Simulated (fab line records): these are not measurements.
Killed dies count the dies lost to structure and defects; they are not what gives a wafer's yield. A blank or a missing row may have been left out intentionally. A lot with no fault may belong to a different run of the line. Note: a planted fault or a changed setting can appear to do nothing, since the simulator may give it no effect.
Which tool did it?	flow n5-finfet	24 lots with 72 wafers sampled at 5 steps, on a route of 1938 steps

## WHAT THE GAUGES READ, wafer by wafer
N5_HKMG_FIN_OVL_MEAS_13. Usual: NWFM_OVL -0.3 nm, standard deviation 0.87.
lot	measured	on	NWFM_OVL (nm)	flag
L074	day 4 04:10	overlay-02	-0.4 -1.9 0.1	
L075	day 4 10:25	overlay-01	-0.3 -0.4 -1.1	
L076	day 4 14:15	overlay-01	-1.0 -0.3 -1.3	
L077	day 4 21:22	overlay-01	-0.2 -1.0 -0.8	
L078	day 5 04:37	overlay-01	-1.2 -0.1 0.1	
L079	day 5 10:38	overlay-01	1.3 -0.5 -0.2	
L080	day 5 14:31	overlay-01	0.4 -0.9 -0.7	
L081	day 6 01:42	overlay-02	0.2 1.1 -1.1	
L082	day 6 05:24	overlay-02	-2.0 -0.4 -1.4	
L083	day 6 13:33	overlay-02	1.2 -0.2 0.3	
L084	day 6 16:41	overlay-02	-1.4 -1.5 -1.8	
L085	day 7 04:15	overlay-02	0.2 -1.7 -0.8	
L086	day 7 07:47	overlay-02	0.6 -0.3 -0.5	
L087	day 7 14:09	overlay-02	-0.8 0.4 -0.1	
L088	day 7 15:07	overlay-02	-0.7 0.7 0.1	
L089	day 7 20:55	overlay-02	-1.5 -0.9 -0.6	
L090	day 8 01:11	overlay-01	1.0 0.4 1.0	
L091	day 8 09:38	overlay-02	-1.0 0.3 -1.4	
L092	day 8 13:01	overlay-02	-0.1 -1.2 -0.7	
L093	day 8 19:36	overlay-01	-0.1 0.4 0.8	
L094	day 9 03:16	overlay-02	-1.1 -0.8 -0.4	
L095	day 9 08:14	overlay-01	-1.8 -1.6 -1.6	
L096	day 9 12:35	overlay-01	0.2 -0.8 -0.1	
L097	day 9 20:05	overlay-01	0.7 1.3 0.0	

## WHAT TOOL EACH LOT RAN ON (gives the tool, then ch and the chambers of the sampled wafers, and finally the start)
lot	N5_SD_EPI_P_ETCH_47	N5_SD_ACTIVATION_RTA_00	N5_HKMG_FIN_ETCH_58	N5_HKMG_FIN_ALD_79
L074	rie-diel-01 ch 1,2,3, day 3 07:11	rtp-anneal-02 ch 0, day 3 10:25	rie-diel-04 ch 0,1,2, day 4 01:07	ald-metal-01 ch 0,1,2, day 4 02:11
L075	rie-diel-06 ch 0,2, day 3 12:28	rtp-anneal-02 ch 0, day 3 16:32	rie-diel-02 ch 0,1, day 4 07:31	ald-metal-01 ch 0,1,3, day 4 08:36
L076	rie-diel-06 ch 0,1,2, day 3 17:29	rtp-anneal-01 ch 0, day 3 21:36	rie-diel-04 ch 0,2,3, day 4 11:10	ald-metal-03 ch 0,2,3, day 4 12:14
L077	rie-diel-03 ch 0,1,2, day 4 01:37	rtp-anneal-02 ch 0, day 4 04:54	rie-diel-04 ch 0,1, day 4 18:21	ald-metal-02 ch 0,2,3, day 4 19:25
L078	rie-diel-03 ch 2,3, day 4 05:38	rtp-anneal-01 ch 0, day 4 08:54	rie-diel-04 ch 1,2,3, day 5 01:34	ald-metal-02 ch 0,1,3, day 5 02:41
L079	rie-diel-03 ch 0,1,2, day 4 11:35	rtp-anneal-02 ch 0, day 4 14:53	rie-diel-04 ch 1,2, day 5 07:38	ald-metal-02 ch 0,2, day 5 08:42
L080	rie-diel-06 ch 0,2, day 4 17:22	rtp-anneal-01 ch 0, day 4 20:36	rie-diel-05 ch 1,2, day 5 11:25	ald-metal-01 ch 0,1,2, day 5 12:29
L081	rie-diel-06 ch 0,3, day 5 05:35	rtp-anneal-02 ch 0, day 5 08:54	rie-diel-02 ch 0,1, day 5 22:41	ald-metal-03 ch 0,1,3, day 5 23:45
L082	rie-diel-01 ch 2,3, day 5 08:54	rtp-anneal-01 ch 0, day 5 12:10	rie-diel-02 ch 1,2,3, day 6 02:19	ald-metal-02 ch 0,2,3, day 6 03:23
L083	rie-diel-06 ch 1,2,3, day 5 17:22	rtp-anneal-02 ch 0, day 5 20:36	rie-diel-04 ch 1,2,3, day 6 10:38	ald-metal-03 ch 1,2, day 6 11:41
L084	rie-diel-03 ch 0,2,3, day 5 21:02	rtp-anneal-01 ch 0, day 6 00:17	rie-diel-04 ch 0,2, day 6 13:40	ald-metal-02 ch 1,3, day 6 14:44
L085	rie-diel-06 ch 0,2, day 6 07:25	rtp-anneal-01 ch 0, day 6 11:31	rie-diel-04 ch 1,2,3, day 7 01:10	ald-metal-02 ch 0,2,3, day 7 02:14
L086	rie-diel-03 ch 1,3, day 6 11:21	rtp-anneal-01 ch 0, day 6 14:38	rie-diel-02 ch 1,2, day 7 04:23	ald-metal-01 ch 1,2,3, day 7 05:49
L087	rie-diel-06 ch 0,1,2, day 6 15:12	rtp-anneal-01 ch 0, day 6 18:26	rie-diel-04 ch 0,3, day 7 11:16	ald-metal-02 ch 1,2, day 7 12:20
L088	rie-diel-01 ch 1,2, day 6 19:08	rtp-anneal-02 ch 0, day 6 22:22	rie-diel-05 ch 0,1,2, day 7 12:02	ald-metal-03 ch 1,2, day 7 13:07
L089	rie-diel-03 ch 0,1, day 7 00:53	rtp-anneal-01 ch 0, day 7 04:12	rie-diel-02 ch 1,2,3, day 7 17:52	ald-metal-03 ch 0,1, day 7 18:55
L090	rie-diel-01 ch 1,2, day 7 04:38	rtp-anneal-02 ch 0, day 7 08:11	rie-diel-05 ch 0,2, day 7 21:55	ald-metal-01 ch 1,3, day 7 22:59
L091	rie-diel-06 ch 1,2,3, day 7 13:38	rtp-anneal-01 ch 0, day 7 16:55	rie-diel-02 ch 0,1, day 8 06:37	ald-metal-02 ch 0,1, day 8 07:41
L092	rie-diel-03 ch 0,1, day 7 17:08	rtp-anneal-01 ch 0, day 7 20:34	rie-diel-05 ch 0,2,3, day 8 10:07	ald-metal-03 ch 0,1,2, day 8 11:11
L093	rie-diel-01 ch 1,2,3, day 7 22:19	rtp-anneal-02 ch 0, day 8 01:43	rie-diel-04 ch 1,2, day 8 16:35	ald-metal-02 ch 0,3, day 8 17:39
L094	rie-diel-01 ch 0,2,3, day 8 06:38	rtp-anneal-01 ch 0, day 8 10:02	rie-diel-04 ch 0,2,3, day 9 00:02	ald-metal-02 ch 0,1,3, day 9 01:06
L095	rie-diel-01 ch 1,2,3, day 8 12:44	rtp-anneal-01 ch 0, day 8 16:00	rie-diel-04 ch 1,2, day 9 05:22	ald-metal-01 ch 0,1, day 9 06:25
L096	rie-diel-06 ch 0,1,2, day 8 16:13	rtp-anneal-01 ch 0, day 8 19:27	rie-diel-02 ch 0,1,3, day 9 09:38	ald-metal-02 ch 0,1,3, day 9 10:42
L097	rie-diel-06 ch 0,1,3, day 8 23:19	rtp-anneal-02 ch 0, day 9 02:36	rie-diel-04 ch 0,2,3, day 9 16:52	ald-metal-02 ch 0,1,2, day 9 17:58
- N5_SD_EPI_P_ETCH_47: etches SiOCN in CH3F/O2, target depth 25 nm.
- N5_SD_ACTIVATION_RTA_00: time 0 s.
- N5_HKMG_FIN_ETCH_58: etches SOC in N2/H2, target depth 215.8 nm, time 741 s.
- N5_HKMG_FIN_ALD_79: deposits TiN, target thk 1.5 nm, pulse time 1 s, purge time 3 s.

## AS READ BY THE TOOLS THEMSELVES (means over the sampled wafers that have a number; for cases with no such wafer, the mark the record gives instead)
N5_SD_EPI_P_ETCH_47. Usual: drypump-motor-current-A 5.5 A, standard deviation 0.31; oes-product-au 0.78 a.u., standard deviation 0.074; rf-vpp-V 127.9 V, standard deviation 1.5; showerhead-plenum-p-Torr 2.00 Torr, standard deviation 0.07; throttle-valve-pct 16.26 %, standard deviation 0.26.
lot	tool	drypump-motor-current-A (A)	oes-product-au (a.u.)	rf-vpp-V (V)	showerhead-plenum-p-Torr (Torr)	throttle-valve-pct (%)	flag
L074	rie-diel-01	5.7	0.76	127.0	2.01	16.25	
L075	rie-diel-06	5.8	0.88	129.4	2.08	15.93	
L076	rie-diel-06	5.8	0.82	128.8	2.06	16.09	
L077	rie-diel-03	5.3	0.78	126.8	1.95	16.34	
L078	rie-diel-03	5.6	0.74	127.8	1.99	16.61	
L079	rie-diel-03	5.4	0.77	127.0	1.95	16.34	
L080	rie-diel-06	5.8	0.86	128.9	2.08	15.93	
L081	rie-diel-06	5.2	0.80	127.2	1.95	16.18	
L082	rie-diel-01	5.7	0.74	128.1	1.97	16.33	
L083	rie-diel-06	5.7	0.84	128.1	2.02	16.08	
L084	rie-diel-03	5.5	0.73	126.2	1.99	16.52	
L085	rie-diel-06	5.7	0.84	129.4	2.08	15.98	
L086	rie-diel-03	5.4	0.76	126.4	1.90	16.25	
L087	rie-diel-06	5.8	0.88	128.7	2.06	15.96	
L088	rie-diel-01	5.6	0.73	127.1	2.04	16.42	
L089	rie-diel-03	5.5	0.75	125.0	1.94	16.18	
L090	rie-diel-01	5.7	0.72	128.6	2.01	16.45	
L091	rie-diel-06	5.7	0.81	127.9	2.01	16.09	
L092	rie-diel-03	5.3	0.76	125.8	1.90	16.14	
L093	rie-diel-01	5.6	0.74	127.5	2.00	16.31	
L094	rie-diel-01	5.5	0.77	128.6	1.98	16.34	
L095	rie-diel-01	5.6	0.73	128.2	1.99	16.32	
L096	rie-diel-06	5.8	0.86	128.2	2.05	15.99	
L097	rie-diel-06	5.5	0.83	128.1	1.99	16.11	

N5_SD_ACTIVATION_RTA_00. Usual: lamp-power-pct 8.95 %, standard deviation 0.055; wafer_temp_C_max 975.0, standard deviation 2.
lot	tool	lamp-power-pct (%)	wafer_temp_C_max	flag
L074	rtp-anneal-02	8.96	976.9	
L075	rtp-anneal-02	8.91	976.8	
L076	rtp-anneal-01	8.97	975.2	
L077	rtp-anneal-02	9.04	975.0	
L078	rtp-anneal-01	8.99	974.3	
L079	rtp-anneal-02	8.96	973.4	
L080	rtp-anneal-01	8.96	975.1	
L081	rtp-anneal-02	8.99	978.1	
L082	rtp-anneal-01	8.95	974.8	
L083	rtp-anneal-02	9.02	974.4	
L084	rtp-anneal-01	8.98	973.8	
L085	rtp-anneal-01	8.94	976.3	
L086	rtp-anneal-01	8.99	975.7	
L087	rtp-anneal-01	8.95	973.5	
L088	rtp-anneal-02	8.97	975.0	
L089	rtp-anneal-01	8.97	976.2	
L090	rtp-anneal-02	8.97	973.9	
L091	rtp-anneal-01	8.91	972.7	
L092	rtp-anneal-01	8.96	976.2	
L093	rtp-anneal-02	8.94	974.3	
L094	rtp-anneal-01	8.90	975.3	
L095	rtp-anneal-01	9.01	975.7	
L096	rtp-anneal-01	8.99	974.4	
L097	rtp-anneal-02	8.98	973.5	

N5_HKMG_FIN_ETCH_58. Usual: drypump-motor-current-A 6.0 A, standard deviation 0.34; h2-flow-sccm 200.0 sccm, standard deviation 0.63; oes-product-au 0.80 a.u., standard deviation 0.085; rf-vpp-V 99.2 V, standard deviation 1.1; showerhead-plenum-p-Torr 2.56 Torr, standard deviation 0.11; throttle-valve-pct 17.73 %, standard deviation 0.18.
lot	tool	drypump-motor-current-A (A)	h2-flow-sccm (sccm)	oes-product-au (a.u.)	rf-vpp-V (V)	showerhead-plenum-p-Torr (Torr)	throttle-valve-pct (%)	flag
L074	rie-diel-04	6.2	199.8	0.89	99.7	2.54	17.64	
L075	rie-diel-02	5.3	199.6	0.91	99.6	2.71	17.52	
L076	rie-diel-04	6.1	199.5	0.88	100.1	2.58	17.69	
L077	rie-diel-04	6.2	199.3	0.82	98.1	2.52	17.56	
L078	rie-diel-04	6.1	199.7	0.80	98.9	2.48	17.74	
L079	rie-diel-04	6.1	200.5	0.80	98.7	2.44	17.70	
L080	rie-diel-05	5.7	200.8	0.70	98.1	2.38	18.01	
L081	rie-diel-02	5.4	199.4	0.88	100.3	2.70	17.54	
L082	rie-diel-02	5.9	200.2	0.75	99.1	2.62	17.79	
L083	rie-diel-04	6.1	200.1	0.79	97.9	2.47	17.75	
L084	rie-diel-04	6.2	200.1	0.89	98.7	2.55	17.76	
L085	rie-diel-04	6.1	199.7	0.79	98.6	2.47	17.76	
L086	rie-diel-02	5.8	200.2	0.77	99.9	2.62	17.78	
L087	rie-diel-04	6.1	200.1	0.80	99.4	2.58	17.67	
L088	rie-diel-05	5.6	199.8	0.82	98.8	2.57	17.72	
L089	rie-diel-02	5.9	200.7	0.74	100.2	2.61	17.81	
L090	rie-diel-05	5.7	199.8	0.88	100.6	2.69	17.61	
L091	rie-diel-02	5.4	200.2	0.83	99.3	2.69	17.62	
L092	rie-diel-05	5.9	199.6	0.80	99.3	2.66	17.78	
L093	rie-diel-04	6.1	200.0	0.82	98.8	2.46	17.85	
L094	rie-diel-04	6.2	200.5	0.82	98.7	2.56	17.74	
L095	rie-diel-04	6.1	199.9	0.76	97.9	2.43	17.76	
L096	rie-diel-02	5.6	199.7	0.80	100.0	2.67	17.66	
L097	rie-diel-04	6.2	200.7	0.82	99.4	2.56	17.77	

N5_HKMG_FIN_ALD_79. Usual: heater-power-w 879 W, standard deviation 100; precursor-pulse-height-rel 0.999, standard deviation 0.021.
lot	tool	heater-power-w (W)	precursor-pulse-height-rel	flag
L074	ald-metal-01	842	0.997	
L075	ald-metal-01	747	0.987	
L076	ald-metal-03	884	1.015	
L077	ald-metal-02	940	0.997	
L078	ald-metal-02	939	0.995	
L079	ald-metal-02	1018	1.023	
L080	ald-metal-01	841	1.015	
L081	ald-metal-03	857	1.002	
L082	ald-metal-02	954	0.988	
L083	ald-metal-03	894	0.994	
L084	ald-metal-02	883	1.019	
L085	ald-metal-02	951	0.988	
L086	ald-metal-01	834	0.982	
L087	ald-metal-02	898	0.976	
L088	ald-metal-03	906	1.004	
L089	ald-metal-03	829	0.996	
L090	ald-metal-01	790	0.994	
L091	ald-metal-02	944	0.999	
L092	ald-metal-03	870	1.001	
L093	ald-metal-02	937	1.002	
L094	ald-metal-02	935	0.989	
L095	ald-metal-01	754	1.005	
L096	ald-metal-02	922	0.996	
L097	ald-metal-02	963	1.004	

## THE ANSWER, worked out from the rows above alone
Rule: a lot is off if the mean of its wafers that have a number lies more than 3 standard deviations from the usual mean. A lot without any number at a reading at which 4 lots or more have one is off too. The other lots that the step has rows for count as sound. After the gauges, taken in route order, come the tools' own readings; for these a lot's mean is taken, as printed above. The first step at which some lot is off is used, and at that step the reading that is off furthest; a lot without a number counts as furthest.
Nothing can be told from this: no lot is off at any reading shown.

## WHAT THE SIMULATOR HAD PUT IN
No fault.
